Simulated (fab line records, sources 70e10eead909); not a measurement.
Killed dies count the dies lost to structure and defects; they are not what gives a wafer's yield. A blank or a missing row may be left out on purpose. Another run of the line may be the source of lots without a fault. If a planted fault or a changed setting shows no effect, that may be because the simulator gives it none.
What tool caused it? || flow nandHarc || 72 wafers from 24 lots sampled at 5 of the route's 1302 steps

== WHAT EACH GAUGE READ, for each wafer ==
NHARC_A_SGD_CUT_INSPECT_25.
{"lot": "L075", "measured": "day 19 16:48", "on": "defectInspect-02", "rawDefectCount": "353 317 281"}
{"lot": "L074", "measured": "day 19 16:46", "on": "defectInspect-02", "rawDefectCount": "284 274 342"}
{"lot": "L076", "measured": "day 20 08:42", "on": "defectInspect-02", "rawDefectCount": "263 289 267"}
{"lot": "L077", "measured": "day 20 23:00", "on": "defectInspect-02", "rawDefectCount": "227 258 427"}
{"lot": "L078", "measured": "day 20 23:00", "on": "defectInspect-01", "rawDefectCount": "414 397 522"}
{"lot": "L080", "measured": "day 21 21:41", "on": "defectInspect-02", "rawDefectCount": "241 315 338"}
{"lot": "L079", "measured": "day 21 21:42", "on": "defectInspect-01", "rawDefectCount": "397 570 524"}
{"lot": "L081", "measured": "day 22 11:54", "on": "defectInspect-01", "rawDefectCount": "373 463 296"}
{"lot": "L082", "measured": "day 22 11:59", "on": "defectInspect-02", "rawDefectCount": "362 450 505"}
{"lot": "L083", "measured": "day 22 11:53", "on": "defectInspect-02", "rawDefectCount": "389 324 375"}
{"lot": "L085", "measured": "day 23 14:25", "on": "defectInspect-02", "rawDefectCount": "309 298 397"}
{"lot": "L084", "measured": "day 23 14:26", "on": "defectInspect-02", "rawDefectCount": "372 473 359"}
{"lot": "L086", "measured": "day 24 09:56", "on": "defectInspect-02", "rawDefectCount": "315 389 379"}
{"lot": "L087", "measured": "day 24 09:56", "on": "defectInspect-01", "rawDefectCount": "404 487 365"}
{"lot": "L088", "measured": "day 25 11:28", "on": "defectInspect-01", "rawDefectCount": "419 259 338"}
{"lot": "L089", "measured": "day 25 11:10", "on": "defectInspect-01", "rawDefectCount": "685 331 378"}
{"lot": "L090", "measured": "day 26 16:53", "on": "defectInspect-02", "rawDefectCount": "292 331 275"}
{"lot": "L091", "measured": "day 26 16:52", "on": "defectInspect-02", "rawDefectCount": "294 370 398"}
{"lot": "L093", "measured": "day 27 09:29", "on": "defectInspect-01", "rawDefectCount": "341 282 371"}
{"lot": "L092", "measured": "day 27 14:10", "on": "defectInspect-01", "rawDefectCount": "341 375 302"}
{"lot": "L095", "measured": "day 28 03:19", "on": "defectInspect-02", "rawDefectCount": "330 375 465"}
{"lot": "L094", "measured": "day 28 03:22", "on": "defectInspect-01", "rawDefectCount": "466 334 411"}
{"lot": "L096", "measured": "day 28 11:04", "on": "defectInspect-02", "rawDefectCount": "449 351 308"}
{"lot": "L097", "measured": "day 29 04:51", "on": "defectInspect-02", "rawDefectCount": "350 258 379"}

NHARC_A_SLIT_CD_MEAS_21.
{"lot": "L075", "measured": "day 20 06:13", "on": "cdSem-02", "cdNm (nm)": "287.7 287.9 286.9"}
{"lot": "L074", "measured": "day 20 05:08", "on": "cdSem-02", "cdNm (nm)": "286.9 289.6 288.0"}
{"lot": "L076", "measured": "day 20 19:52", "on": "cdSem-03", "cdNm (nm)": "288.2 290.3 288.8"}
{"lot": "L077", "measured": "day 21 10:30", "on": "cdSem-01", "cdNm (nm)": "288.7 289.0 288.2"}
{"lot": "L078", "measured": "day 21 10:26", "on": "cdSem-02", "cdNm (nm)": "285.8 287.8 287.9"}
{"lot": "L080", "measured": "day 22 11:19", "on": "cdSem-01", "cdNm (nm)": "289.9 290.2 290.2"}
{"lot": "L079", "measured": "day 22 10:11", "on": "cdSem-03", "cdNm (nm)": "289.2 288.1 288.5"}
{"lot": "L081", "measured": "day 23 03:33", "on": "cdSem-01", "cdNm (nm)": "289.6 289.7 289.4"}
{"lot": "L082", "measured": "day 23 05:49", "on": "cdSem-03", "cdNm (nm)": "288.4 287.7 288.0"}
{"lot": "L083", "measured": "day 23 01:59", "on": "cdSem-03", "cdNm (nm)": "288.0 289.6 289.2"}
{"lot": "L085", "measured": "day 24 03:44", "on": "cdSem-03", "cdNm (nm)": "289.0 290.2 288.0"}
{"lot": "L084", "measured": "day 24 04:09", "on": "cdSem-03", "cdNm (nm)": "290.9 288.9 289.8"}
{"lot": "L086", "measured": "day 25 04:59", "on": "cdSem-03", "cdNm (nm)": "289.7 290.0 289.4"}
{"lot": "L087", "measured": "day 25 08:47", "on": "cdSem-02", "cdNm (nm)": "288.5 287.8 289.1"}
{"lot": "L088", "measured": "day 26 00:13", "on": "cdSem-01", "cdNm (nm)": "288.8 290.0 289.1"}
{"lot": "L089", "measured": "day 25 23:49", "on": "cdSem-02", "cdNm (nm)": "287.5 288.5 288.9"}
{"lot": "L090", "measured": "day 27 04:34", "on": "cdSem-02", "cdNm (nm)": "289.7 288.3 289.6"}
{"lot": "L091", "measured": "day 27 04:16", "on": "cdSem-01", "cdNm (nm)": "289.5 289.5 289.1"}
{"lot": "L093", "measured": "day 27 21:21", "on": "cdSem-01", "cdNm (nm)": "290.6 288.1 289.7"}
{"lot": "L092", "measured": "day 28 01:27", "on": "cdSem-03", "cdNm (nm)": "287.3 288.8 286.3"}
{"lot": "L095", "measured": "day 28 14:37", "on": "cdSem-01", "cdNm (nm)": "289.4 288.9 288.7"}
{"lot": "L094", "measured": "day 28 18:25", "on": "cdSem-02", "cdNm (nm)": "289.3 290.9 289.6"}
{"lot": "L096", "measured": "day 29 02:23", "on": "cdSem-02", "cdNm (nm)": "289.3 289.4 290.3"}
{"lot": "L097", "measured": "day 29 17:03", "on": "cdSem-03", "cdNm (nm)": "289.6 289.3 287.9"}

== TOOL THAT RAN EACH LOT (tool first, then ch and the chambers of the sampled wafers, then the start) ==
{"lot": "L075", "NHARC_A_STAIRCASE_ALD_415": "aldHk-02 ch 1,2,3, day 17 09:12", "NHARC_A_STAIRCASE_STRIP_476": "rieDiel-13 ch 0,1,3, day 17 11:22", "NHARC_A_SLIT_ETCH_24": "rieDiel-06 ch 0,1,3, day 19 23:59"}
{"lot": "L074", "NHARC_A_STAIRCASE_ALD_415": "aldHk-04 ch 0,2,3, day 17 11:31", "NHARC_A_STAIRCASE_STRIP_476": "rieDiel-03 ch 0,2,3, day 17 13:28", "NHARC_A_SLIT_ETCH_24": "rieDiel-12 ch 0,2,3, day 19 22:52"}
{"lot": "L076", "NHARC_A_STAIRCASE_ALD_415": "aldHk-02 ch 0,1,3, day 18 02:11", "NHARC_A_STAIRCASE_STRIP_476": "rieDiel-13 ch 0,2,3, day 18 04:22", "NHARC_A_SLIT_ETCH_24": "rieDiel-08 ch 0,1,3, day 20 13:39"}
{"lot": "L077", "NHARC_A_STAIRCASE_ALD_415": "aldHk-04 ch 0,1, day 18 15:34", "NHARC_A_STAIRCASE_STRIP_476": "rieDiel-02 ch 0,1, day 18 17:31", "NHARC_A_SLIT_ETCH_24": "rieDiel-08 ch 1,2, day 21 04:10"}
{"lot": "L078", "NHARC_A_STAIRCASE_ALD_415": "aldHk-03 ch 0,2,3, day 18 17:05", "NHARC_A_STAIRCASE_STRIP_476": "rieDiel-03 ch 1,2,3, day 18 19:19", "NHARC_A_SLIT_ETCH_24": "rieDiel-12 ch 1,3, day 21 04:00"}
{"lot": "L080", "NHARC_A_STAIRCASE_ALD_415": "aldHk-02 ch 0,2, day 19 15:44", "NHARC_A_STAIRCASE_STRIP_476": "rieDiel-03 ch 0,2,3, day 19 19:28", "NHARC_A_SLIT_ETCH_24": "rieDiel-12 ch 0,1,3, day 22 03:49"}
{"lot": "L079", "NHARC_A_STAIRCASE_ALD_415": "aldHk-03 ch 1,2, day 19 16:59", "NHARC_A_STAIRCASE_STRIP_476": "rieDiel-03 ch 0,2,3, day 19 19:10", "NHARC_A_SLIT_ETCH_24": "rieDiel-08 ch 0,1,2, day 22 03:57"}
{"lot": "L081", "NHARC_A_STAIRCASE_ALD_415": "aldHk-02 ch 1,2, day 20 06:58", "NHARC_A_STAIRCASE_STRIP_476": "rieDiel-13 ch 1,3, day 20 09:22", "NHARC_A_SLIT_ETCH_24": "rieDiel-12 ch 0,2,3, day 22 21:19"}
{"lot": "L082", "NHARC_A_STAIRCASE_ALD_415": "aldHk-02 ch 1,2,3, day 20 12:05", "NHARC_A_STAIRCASE_STRIP_476": "rieDiel-13 ch 1,2,3, day 20 13:48", "NHARC_A_SLIT_ETCH_24": "rieDiel-12 ch 1,2,3, day 22 22:34"}
{"lot": "L083", "NHARC_A_STAIRCASE_ALD_415": "aldHk-04 ch 0,3, day 20 13:20", "NHARC_A_STAIRCASE_STRIP_476": "rieDiel-13 ch 1,2,3, day 20 15:33", "NHARC_A_SLIT_ETCH_24": "rieDiel-06 ch 1,2, day 22 19:46"}
{"lot": "L085", "NHARC_A_STAIRCASE_ALD_415": "aldHk-04 ch 0,1,2, day 21 05:03", "NHARC_A_STAIRCASE_STRIP_476": "rieDiel-03 ch 0,2,3, day 21 09:37", "NHARC_A_SLIT_ETCH_24": "rieDiel-06 ch 2,3, day 23 21:16"}
{"lot": "L084", "NHARC_A_STAIRCASE_ALD_415": "aldHk-04 ch 0,1,2, day 21 07:43", "NHARC_A_STAIRCASE_STRIP_476": "rieDiel-02 ch 0,2,3, day 21 09:53", "NHARC_A_SLIT_ETCH_24": "rieDiel-12 ch 0,2, day 23 21:55"}
{"lot": "L086", "NHARC_A_STAIRCASE_ALD_415": "aldHk-04 ch 0,2,3, day 22 02:11", "NHARC_A_STAIRCASE_STRIP_476": "rieDiel-02 ch 1,2,3, day 22 04:23", "NHARC_A_SLIT_ETCH_24": "rieDiel-08 ch 1,2,3, day 24 21:28"}
{"lot": "L087", "NHARC_A_STAIRCASE_ALD_415": "aldHk-04 ch 1,2,3, day 22 07:50", "NHARC_A_STAIRCASE_STRIP_476": "rieDiel-02 ch 1,3, day 22 09:33", "NHARC_A_SLIT_ETCH_24": "rieDiel-08 ch 0,1,3, day 24 22:32"}
{"lot": "L088", "NHARC_A_STAIRCASE_ALD_415": "aldHk-03 ch 0,1,2, day 23 04:01", "NHARC_A_STAIRCASE_STRIP_476": "rieDiel-02 ch 2,3, day 23 06:13", "NHARC_A_SLIT_ETCH_24": "rieDiel-08 ch 0,1,2, day 25 17:56"}
{"lot": "L089", "NHARC_A_STAIRCASE_ALD_415": "aldHk-04 ch 0,1, day 23 05:09", "NHARC_A_STAIRCASE_STRIP_476": "rieDiel-03 ch 0,1,2, day 23 07:08", "NHARC_A_SLIT_ETCH_24": "rieDiel-12 ch 0,1,3, day 25 17:40"}
{"lot": "L090", "NHARC_A_STAIRCASE_ALD_415": "aldHk-04 ch 1,2,3, day 24 09:11", "NHARC_A_STAIRCASE_STRIP_476": "rieDiel-02 ch 1,2,3, day 24 11:20", "NHARC_A_SLIT_ETCH_24": "rieDiel-06 ch 0,2,3, day 26 22:18"}
{"lot": "L091", "NHARC_A_STAIRCASE_ALD_415": "aldHk-02 ch 2,3, day 24 11:06", "NHARC_A_STAIRCASE_STRIP_476": "rieDiel-13 ch 0,2,3, day 24 13:16", "NHARC_A_SLIT_ETCH_24": "rieDiel-08 ch 0,1,3, day 26 22:02"}
{"lot": "L093", "NHARC_A_STAIRCASE_ALD_415": "aldHk-02 ch 0,3, day 24 19:53", "NHARC_A_STAIRCASE_STRIP_476": "rieDiel-03 ch 0,1,3, day 24 23:29", "NHARC_A_SLIT_ETCH_24": "rieDiel-06 ch 1,2, day 27 15:07"}
{"lot": "L092", "NHARC_A_STAIRCASE_ALD_415": "aldHk-04 ch 0,2,3, day 25 01:27", "NHARC_A_STAIRCASE_STRIP_476": "rieDiel-03 ch 0,1,2, day 25 03:41", "NHARC_A_SLIT_ETCH_24": "rieDiel-12 ch 0,1,2, day 27 19:14"}
{"lot": "L095", "NHARC_A_STAIRCASE_ALD_415": "aldHk-02 ch 0,1,2, day 25 14:59", "NHARC_A_STAIRCASE_STRIP_476": "rieDiel-03 ch 0,1,3, day 25 16:28", "NHARC_A_SLIT_ETCH_24": "rieDiel-12 ch 2,3, day 28 08:28"}
{"lot": "L094", "NHARC_A_STAIRCASE_ALD_415": "aldHk-02 ch 0,2,3, day 25 17:21", "NHARC_A_STAIRCASE_STRIP_476": "rieDiel-03 ch 0,1,3, day 25 19:31", "NHARC_A_SLIT_ETCH_24": "rieDiel-08 ch 0,1,3, day 28 08:40"}
{"lot": "L096", "NHARC_A_STAIRCASE_ALD_415": "aldHk-04 ch 0,1,2, day 26 03:01", "NHARC_A_STAIRCASE_STRIP_476": "rieDiel-02 ch 0,3, day 26 05:38", "NHARC_A_SLIT_ETCH_24": "rieDiel-08 ch 0,1, day 28 17:41"}
{"lot": "L097", "NHARC_A_STAIRCASE_ALD_415": "aldHk-02 ch 0,1,2, day 26 20:33", "NHARC_A_STAIRCASE_STRIP_476": "rieDiel-02 ch 1,2,3, day 26 22:43", "NHARC_A_SLIT_ETCH_24": "rieDiel-08 ch 0,1, day 29 10:35"}
- NHARC_A_STAIRCASE_ALD_415: deposits SiO2, target thk 30 nm, pulse time 6 s, ald cycles 300.
- NHARC_A_STAIRCASE_STRIP_476: strips in O2, time 20 s.
- NHARC_A_SLIT_ETCH_24: etches the open film in CF4/CHF3, target depth 121 nm, time 60.5 s.

== AS READ BY THE TOOLS THEMSELVES (means over the sampled wafers that have a number; for cases with no such wafer, the mark the record gives instead) ==
NHARC_A_STAIRCASE_ALD_415.
{"lot": "L075", "tool": "aldHk-02", "heaterPowerW (W)": 481, "precursorPulseHeightRel": 0.986}
{"lot": "L074", "tool": "aldHk-04", "heaterPowerW (W)": 512, "precursorPulseHeightRel": 1.004}
{"lot": "L076", "tool": "aldHk-02", "heaterPowerW (W)": 446, "precursorPulseHeightRel": 0.997}
{"lot": "L077", "tool": "aldHk-04", "heaterPowerW (W)": 538, "precursorPulseHeightRel": 0.998}
{"lot": "L078", "tool": "aldHk-03", "heaterPowerW (W)": 439, "precursorPulseHeightRel": 1.010}
{"lot": "L080", "tool": "aldHk-02", "heaterPowerW (W)": 447, "precursorPulseHeightRel": 1.016}
{"lot": "L079", "tool": "aldHk-03", "heaterPowerW (W)": 418, "precursorPulseHeightRel": 0.991}
{"lot": "L081", "tool": "aldHk-02", "heaterPowerW (W)": 478, "precursorPulseHeightRel": 1.004}
{"lot": "L082", "tool": "aldHk-02", "heaterPowerW (W)": 479, "precursorPulseHeightRel": 1.003}
{"lot": "L083", "tool": "aldHk-04", "heaterPowerW (W)": 503, "precursorPulseHeightRel": 1.014}
{"lot": "L085", "tool": "aldHk-04", "heaterPowerW (W)": 542, "precursorPulseHeightRel": 1.002}
{"lot": "L084", "tool": "aldHk-04", "heaterPowerW (W)": 535, "precursorPulseHeightRel": 1.020}
{"lot": "L086", "tool": "aldHk-04", "heaterPowerW (W)": 520, "precursorPulseHeightRel": 1.008}
{"lot": "L087", "tool": "aldHk-04", "heaterPowerW (W)": 528, "precursorPulseHeightRel": 1.001}
{"lot": "L088", "tool": "aldHk-03", "heaterPowerW (W)": 448, "precursorPulseHeightRel": 0.993}
{"lot": "L089", "tool": "aldHk-04", "heaterPowerW (W)": 541, "precursorPulseHeightRel": 1.012}
{"lot": "L090", "tool": "aldHk-04", "heaterPowerW (W)": 525, "precursorPulseHeightRel": 1.014}
{"lot": "L091", "tool": "aldHk-02", "heaterPowerW (W)": 472, "precursorPulseHeightRel": 0.988}
{"lot": "L093", "tool": "aldHk-02", "heaterPowerW (W)": 447, "precursorPulseHeightRel": 1.008}
{"lot": "L092", "tool": "aldHk-04", "heaterPowerW (W)": 518, "precursorPulseHeightRel": 0.996}
{"lot": "L095", "tool": "aldHk-02", "heaterPowerW (W)": 438, "precursorPulseHeightRel": 0.998}
{"lot": "L094", "tool": "aldHk-02", "heaterPowerW (W)": 448, "precursorPulseHeightRel": 1.008}
{"lot": "L096", "tool": "aldHk-04", "heaterPowerW (W)": 540, "precursorPulseHeightRel": 0.982}
{"lot": "L097", "tool": "aldHk-02", "heaterPowerW (W)": 440, "precursorPulseHeightRel": 1.008}

NHARC_A_STAIRCASE_STRIP_476.
{"lot": "L075", "tool": "rieDiel-13", "drypumpMotorCurrentA (A)": 5.85, "oesProductAu (a.u.)": 1.012, "rfVppV (V)": 57.2, "showerheadPlenumPTorr (Torr)": 3.52, "throttleValvePct (%)": 17.044}
{"lot": "L074", "tool": "rieDiel-03", "drypumpMotorCurrentA (A)": 5.95, "oesProductAu (a.u.)": 1.005, "rfVppV (V)": 58.0, "showerheadPlenumPTorr (Torr)": 3.47, "throttleValvePct (%)": 17.034}
{"lot": "L076", "tool": "rieDiel-13", "drypumpMotorCurrentA (A)": 6.09, "oesProductAu (a.u.)": 1.003, "rfVppV (V)": 56.8, "showerheadPlenumPTorr (Torr)": 3.46, "throttleValvePct (%)": 17.030}
{"lot": "L077", "tool": "rieDiel-02", "drypumpMotorCurrentA (A)": 5.79, "oesProductAu (a.u.)": 0.992, "rfVppV (V)": 58.1, "showerheadPlenumPTorr (Torr)": 3.50, "throttleValvePct (%)": 17.033}
{"lot": "L078", "tool": "rieDiel-03", "drypumpMotorCurrentA (A)": 5.94, "oesProductAu (a.u.)": 1.001, "rfVppV (V)": 58.1, "showerheadPlenumPTorr (Torr)": 3.54, "throttleValvePct (%)": 17.042}
{"lot": "L080", "tool": "rieDiel-03", "drypumpMotorCurrentA (A)": 5.96, "oesProductAu (a.u.)": 1.001, "rfVppV (V)": 57.4, "showerheadPlenumPTorr (Torr)": 3.46, "throttleValvePct (%)": 17.036}
{"lot": "L079", "tool": "rieDiel-03", "drypumpMotorCurrentA (A)": 5.95, "oesProductAu (a.u.)": 1.004, "rfVppV (V)": 57.4, "showerheadPlenumPTorr (Torr)": 3.46, "throttleValvePct (%)": 17.037}
{"lot": "L081", "tool": "rieDiel-13", "drypumpMotorCurrentA (A)": 6.25, "oesProductAu (a.u.)": 1.004, "rfVppV (V)": 57.8, "showerheadPlenumPTorr (Torr)": 3.55, "throttleValvePct (%)": 17.031}
{"lot": "L082", "tool": "rieDiel-13", "drypumpMotorCurrentA (A)": 6.16, "oesProductAu (a.u.)": 1.006, "rfVppV (V)": 57.7, "showerheadPlenumPTorr (Torr)": 3.48, "throttleValvePct (%)": 17.032}
{"lot": "L083", "tool": "rieDiel-13", "drypumpMotorCurrentA (A)": 6.16, "oesProductAu (a.u.)": 1.005, "rfVppV (V)": 58.1, "showerheadPlenumPTorr (Torr)": 3.48, "throttleValvePct (%)": 17.034}
{"lot": "L085", "tool": "rieDiel-03", "drypumpMotorCurrentA (A)": 5.96, "oesProductAu (a.u.)": 0.995, "rfVppV (V)": 57.6, "showerheadPlenumPTorr (Torr)": 3.45, "throttleValvePct (%)": 17.032}
{"lot": "L084", "tool": "rieDiel-02", "drypumpMotorCurrentA (A)": 5.63, "oesProductAu (a.u.)": 1.006, "rfVppV (V)": 57.9, "showerheadPlenumPTorr (Torr)": 3.36, "throttleValvePct (%)": 17.034}
{"lot": "L086", "tool": "rieDiel-02", "drypumpMotorCurrentA (A)": 5.79, "oesProductAu (a.u.)": 0.991, "rfVppV (V)": 57.4, "showerheadPlenumPTorr (Torr)": 3.48, "throttleValvePct (%)": 17.036}
{"lot": "L087", "tool": "rieDiel-02", "drypumpMotorCurrentA (A)": 5.96, "oesProductAu (a.u.)": 0.996, "rfVppV (V)": 57.5, "showerheadPlenumPTorr (Torr)": 3.62, "throttleValvePct (%)": 17.040}
{"lot": "L088", "tool": "rieDiel-02", "drypumpMotorCurrentA (A)": 5.62, "oesProductAu (a.u.)": 0.995, "rfVppV (V)": 57.9, "showerheadPlenumPTorr (Torr)": 3.34, "throttleValvePct (%)": 17.039}
{"lot": "L089", "tool": "rieDiel-03", "drypumpMotorCurrentA (A)": 6.01, "oesProductAu (a.u.)": 1.013, "rfVppV (V)": 57.4, "showerheadPlenumPTorr (Torr)": 3.66, "throttleValvePct (%)": 17.041}
{"lot": "L090", "tool": "rieDiel-02", "drypumpMotorCurrentA (A)": 5.79, "oesProductAu (a.u.)": 0.996, "rfVppV (V)": 57.8, "showerheadPlenumPTorr (Torr)": 3.47, "throttleValvePct (%)": 17.020}
{"lot": "L091", "tool": "rieDiel-13", "drypumpMotorCurrentA (A)": 6.05, "oesProductAu (a.u.)": 1.009, "rfVppV (V)": 58.7, "showerheadPlenumPTorr (Torr)": 3.44, "throttleValvePct (%)": 17.037}
{"lot": "L093", "tool": "rieDiel-03", "drypumpMotorCurrentA (A)": 5.91, "oesProductAu (a.u.)": 1.014, "rfVppV (V)": 58.0, "showerheadPlenumPTorr (Torr)": 3.59, "throttleValvePct (%)": 17.033}
{"lot": "L092", "tool": "rieDiel-03", "drypumpMotorCurrentA (A)": 6.02, "oesProductAu (a.u.)": 1.010, "rfVppV (V)": 57.7, "showerheadPlenumPTorr (Torr)": 3.65, "throttleValvePct (%)": 17.029}
{"lot": "L095", "tool": "rieDiel-03", "drypumpMotorCurrentA (A)": 5.91, "oesProductAu (a.u.)": 1.019, "rfVppV (V)": 58.2, "showerheadPlenumPTorr (Torr)": 3.58, "throttleValvePct (%)": 17.042}
{"lot": "L094", "tool": "rieDiel-03", "drypumpMotorCurrentA (A)": 5.90, "oesProductAu (a.u.)": 1.012, "rfVppV (V)": 58.4, "showerheadPlenumPTorr (Torr)": 3.58, "throttleValvePct (%)": 17.032}
{"lot": "L096", "tool": "rieDiel-02", "drypumpMotorCurrentA (A)": 5.66, "oesProductAu (a.u.)": 0.996, "rfVppV (V)": 56.9, "showerheadPlenumPTorr (Torr)": 3.36, "throttleValvePct (%)": 17.030}
{"lot": "L097", "tool": "rieDiel-02", "drypumpMotorCurrentA (A)": 5.79, "oesProductAu (a.u.)": 0.993, "rfVppV (V)": 57.7, "showerheadPlenumPTorr (Torr)": 3.46, "throttleValvePct (%)": 17.045}

NHARC_A_SLIT_ETCH_24.
{"lot": "L075", "tool": "rieDiel-06", "biasW (W)": 200.6, "drypumpMotorCurrentA (A)": 6.1, "oesProductAu (a.u.)": 0.986, "rfVppV (V)": 370.4, "showerheadPlenumPTorr (Torr)": 1.57, "throttleValvePct (%)": 16.813}
{"lot": "L074", "tool": "rieDiel-12", "biasW (W)": 199.3, "drypumpMotorCurrentA (A)": 5.9, "oesProductAu (a.u.)": 0.966, "rfVppV (V)": 369.0, "showerheadPlenumPTorr (Torr)": 1.50, "throttleValvePct (%)": 16.807}
{"lot": "L076", "tool": "rieDiel-08", "biasW (W)": 199.9, "drypumpMotorCurrentA (A)": 5.3, "oesProductAu (a.u.)": 0.976, "rfVppV (V)": 370.8, "showerheadPlenumPTorr (Torr)": 1.55, "throttleValvePct (%)": 16.803}
{"lot": "L077", "tool": "rieDiel-08", "biasW (W)": 199.2, "drypumpMotorCurrentA (A)": 5.5, "oesProductAu (a.u.)": 0.966, "rfVppV (V)": 369.6, "showerheadPlenumPTorr (Torr)": 1.54, "throttleValvePct (%)": 16.803}
{"lot": "L078", "tool": "rieDiel-12", "biasW (W)": 199.5, "drypumpMotorCurrentA (A)": 6.0, "oesProductAu (a.u.)": 0.972, "rfVppV (V)": 370.7, "showerheadPlenumPTorr (Torr)": 1.56, "throttleValvePct (%)": 16.805}
{"lot": "L080", "tool": "rieDiel-12", "biasW (W)": 199.8, "drypumpMotorCurrentA (A)": 6.0, "oesProductAu (a.u.)": 0.963, "rfVppV (V)": 368.9, "showerheadPlenumPTorr (Torr)": 1.53, "throttleValvePct (%)": 16.796}
{"lot": "L079", "tool": "rieDiel-08", "biasW (W)": 199.8, "drypumpMotorCurrentA (A)": 5.4, "oesProductAu (a.u.)": 0.980, "rfVppV (V)": 370.6, "showerheadPlenumPTorr (Torr)": 1.58, "throttleValvePct (%)": 16.796}
{"lot": "L081", "tool": "rieDiel-12", "biasW (W)": 199.9, "drypumpMotorCurrentA (A)": 5.9, "oesProductAu (a.u.)": 0.972, "rfVppV (V)": 367.7, "showerheadPlenumPTorr (Torr)": 1.50, "throttleValvePct (%)": 16.805}
{"lot": "L082", "tool": "rieDiel-12", "biasW (W)": 199.9, "drypumpMotorCurrentA (A)": 5.9, "oesProductAu (a.u.)": 0.966, "rfVppV (V)": 368.7, "showerheadPlenumPTorr (Torr)": 1.53, "throttleValvePct (%)": 16.800}
{"lot": "L083", "tool": "rieDiel-06", "biasW (W)": 199.7, "drypumpMotorCurrentA (A)": 6.1, "oesProductAu (a.u.)": 0.971, "rfVppV (V)": 369.2, "showerheadPlenumPTorr (Torr)": 1.52, "throttleValvePct (%)": 16.810}
{"lot": "L085", "tool": "rieDiel-06", "biasW (W)": 200.2, "drypumpMotorCurrentA (A)": 5.7, "oesProductAu (a.u.)": 0.958, "rfVppV (V)": 371.1, "showerheadPlenumPTorr (Torr)": 1.58, "throttleValvePct (%)": 16.800}
{"lot": "L084", "tool": "rieDiel-12", "biasW (W)": 199.6, "drypumpMotorCurrentA (A)": 5.7, "oesProductAu (a.u.)": 0.961, "rfVppV (V)": 367.8, "showerheadPlenumPTorr (Torr)": 1.50, "throttleValvePct (%)": 16.799}
{"lot": "L086", "tool": "rieDiel-08", "biasW (W)": 199.9, "drypumpMotorCurrentA (A)": 5.5, "oesProductAu (a.u.)": 0.973, "rfVppV (V)": 369.7, "showerheadPlenumPTorr (Torr)": 1.54, "throttleValvePct (%)": 16.808}
{"lot": "L087", "tool": "rieDiel-08", "biasW (W)": 200.0, "drypumpMotorCurrentA (A)": 5.3, "oesProductAu (a.u.)": 0.964, "rfVppV (V)": 369.7, "showerheadPlenumPTorr (Torr)": 1.55, "throttleValvePct (%)": 16.800}
{"lot": "L088", "tool": "rieDiel-08", "biasW (W)": 200.1, "drypumpMotorCurrentA (A)": 5.4, "oesProductAu (a.u.)": 0.966, "rfVppV (V)": 371.0, "showerheadPlenumPTorr (Torr)": 1.57, "throttleValvePct (%)": 16.793}
{"lot": "L089", "tool": "rieDiel-12", "biasW (W)": 199.6, "drypumpMotorCurrentA (A)": 6.0, "oesProductAu (a.u.)": 0.970, "rfVppV (V)": 368.8, "showerheadPlenumPTorr (Torr)": 1.53, "throttleValvePct (%)": 16.799}
{"lot": "L090", "tool": "rieDiel-06", "biasW (W)": 200.7, "drypumpMotorCurrentA (A)": 6.1, "oesProductAu (a.u.)": 0.978, "rfVppV (V)": 372.8, "showerheadPlenumPTorr (Torr)": 1.62, "throttleValvePct (%)": 16.793}
{"lot": "L091", "tool": "rieDiel-08", "biasW (W)": 199.9, "drypumpMotorCurrentA (A)": 5.3, "oesProductAu (a.u.)": 0.971, "rfVppV (V)": 370.0, "showerheadPlenumPTorr (Torr)": 1.55, "throttleValvePct (%)": 16.803}
{"lot": "L093", "tool": "rieDiel-06", "biasW (W)": 199.7, "drypumpMotorCurrentA (A)": 6.1, "oesProductAu (a.u.)": 0.999, "rfVppV (V)": 368.7, "showerheadPlenumPTorr (Torr)": 1.52, "throttleValvePct (%)": 16.798}
{"lot": "L092", "tool": "rieDiel-12", "biasW (W)": 199.6, "drypumpMotorCurrentA (A)": 5.8, "oesProductAu (a.u.)": 0.969, "rfVppV (V)": 369.2, "showerheadPlenumPTorr (Torr)": 1.53, "throttleValvePct (%)": 16.812}
{"lot": "L095", "tool": "rieDiel-12", "biasW (W)": 200.7, "drypumpMotorCurrentA (A)": 5.8, "oesProductAu (a.u.)": 0.921, "rfVppV (V)": 367.8, "showerheadPlenumPTorr (Torr)": 1.49, "throttleValvePct (%)": 16.807}
{"lot": "L094", "tool": "rieDiel-08", "biasW (W)": 199.8, "drypumpMotorCurrentA (A)": 5.3, "oesProductAu (a.u.)": 0.938, "rfVppV (V)": 370.1, "showerheadPlenumPTorr (Torr)": 1.55, "throttleValvePct (%)": 16.791}
{"lot": "L096", "tool": "rieDiel-08", "biasW (W)": 199.7, "drypumpMotorCurrentA (A)": 5.2, "oesProductAu (a.u.)": 0.980, "rfVppV (V)": 370.4, "showerheadPlenumPTorr (Torr)": 1.58, "throttleValvePct (%)": 16.796}
{"lot": "L097", "tool": "rieDiel-08", "biasW (W)": 199.7, "drypumpMotorCurrentA (A)": 5.2, "oesProductAu (a.u.)": 0.956, "rfVppV (V)": 371.6, "showerheadPlenumPTorr (Torr)": 1.58, "throttleValvePct (%)": 16.792}

== THE ANSWER, worked out from the rows above alone ==
Rule: what is usual is taken from the lots themselves. Put in order of their means at a reading, lots are off if they are a third of the lots or fewer, leave a main group of 4 or more, and stand apart from it by a gap of 3 or more times the standard deviation of the main group's means; of several such gaps the widest counts. Not used: any main group whose means are identical at the precision the tables above print for the reading. A lot without any number at a reading at which 4 lots or more have one is off too. Where the step has rows for the other lots, those lots are counted as sound. Order of review: gauges by route order, followed by the tools' own readings, for which a lot's mean as printed above is used. The first step at which some lot is off is used, and at that step the reading that is off furthest; a lot without a number counts as furthest.
No lot is off on any of the readings shown, so nothing can be concluded from this.

== WHAT THE SIMULATOR HAD PUT IN ==
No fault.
